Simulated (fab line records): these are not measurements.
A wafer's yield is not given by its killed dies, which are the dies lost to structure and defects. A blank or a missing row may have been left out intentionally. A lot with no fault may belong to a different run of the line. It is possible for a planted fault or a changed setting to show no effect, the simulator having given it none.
A single fault, viewed from 2 desks | flow n5_finfet | only its own numbers are on each desk; what lay behind them is given at the end

THE TOOL OWNER'S DESK: ald_sin-04
The tool's own readings at N5_SPACER0_ALD_00 (deposits SiOCN, target thk 3.5 nm, pulse time 3 s, purge time 2 s): means of the sampled wafers that have a number, for each lot that ran on this tool. Marked OUT: a lot whose mean sits more than 4 standard deviations from the usual mean, which makes it out of limits; the brackets give that distance.
Columns: A = chamber_pressure_Torr at N5_SPACER0_ALD_00, usual 2.000 Torr; B = heater_power_w at N5_SPACER0_ALD_00, usual 837 W; C = precursor_pulse_height_rel at N5_SPACER0_ALD_00, usual 1.001; D = susceptor_temp_C at N5_SPACER0_ALD_00, usual 399.98 C
lot  | first seen here | A     | B   | C     | D
L229 | day 4 19:23     | 2.002 | 845 | 1.003 | 400.03
L230 | day 4 23:40     | 1.994 | 836 | 1.004 | 399.82
L237 | day 6 19:07     | 2.009 | 928 | 0.992 | 399.70
L238 | day 6 23:19     | 1.998 | 886 | 1.022 | 400.12
L240 | day 7 11:19     | 2.001 | 821 | 0.989 | 399.87
L241 | day 7 20:19     | 2.003 | 916 | 0.995 | 399.73
Finding of this desk: none of the 6 lots has anything out of limits.

METROLOGY DESK
Lot by lot, what the gauges showed, no matter which tool ran the lot: averages of those sampled wafers that carry a number. Marked OUT: a lot whose mean sits more than 4 standard deviations from the usual mean, which makes it out of limits; the brackets give that distance. Only the readings that lie furthest out on some lot appear, 7 of the 11 it has.
Columns: A = cd_nm at N5_SD_EPI_N_CD_MEAS_09, usual 120.1 nm; B = DIBL_P at N5_BEOL_M4_RC_MEAS_101, usual 36.1 mV/V; C = IOFF_P at N5_BEOL_M4_RC_MEAS_101, usual 0.22 nA/um; D = ION_N at N5_BEOL_M4_RC_MEAS_101, usual 675 uA/um; E = ION_P at N5_BEOL_M4_RC_MEAS_101, usual 465 uA/um; F = SS_P at N5_BEOL_M4_RC_MEAS_101, usual 73.2 mV/dec; G = VT_P at N5_BEOL_M4_RC_MEAS_101, usual -249 mV
lot  | first seen here | A     | B    | C    | D   | E   | F    | G
L224 | day 3 15:44     | 119.1 | 35.3 | 0.19 | 678 | 465 | 72.4 | -250
L229 | day 4 20:12     | 118.8 | 37.4 | 0.27 | 682 | 474 | 73.3 | -246
L230 | day 5 00:21     | 120.4 | 38.0 | 0.25 | 680 | 463 | 73.5 | -245
L237 | day 6 19:49     | 120.8 | 35.2 | 0.21 | 681 | 469 | 72.7 | -248
L238 | day 7 00:08     | 119.9 | 34.5 | 0.20 | 665 | 462 | 72.0 | -248
L239 | day 7 09:07     | 120.2 | 37.1 | 0.23 | 685 | 467 | 73.7 | -248
L240 | day 7 12:00     | 120.5 | 38.6 | 0.20 | 678 | 464 | 73.8 | -252
L241 | day 7 21:01     | 117.8 | 35.4 | 0.19 | 658 | 454 | 73.7 | -252
Finding of this desk: none of the 8 lots has anything out of limits.

PUT TOGETHER
The desk of the tool owner found nothing out of limits.
Metrology desk: nothing out of limits seen.

WHAT HAD BEEN PUT IN BY THE SIMULATOR
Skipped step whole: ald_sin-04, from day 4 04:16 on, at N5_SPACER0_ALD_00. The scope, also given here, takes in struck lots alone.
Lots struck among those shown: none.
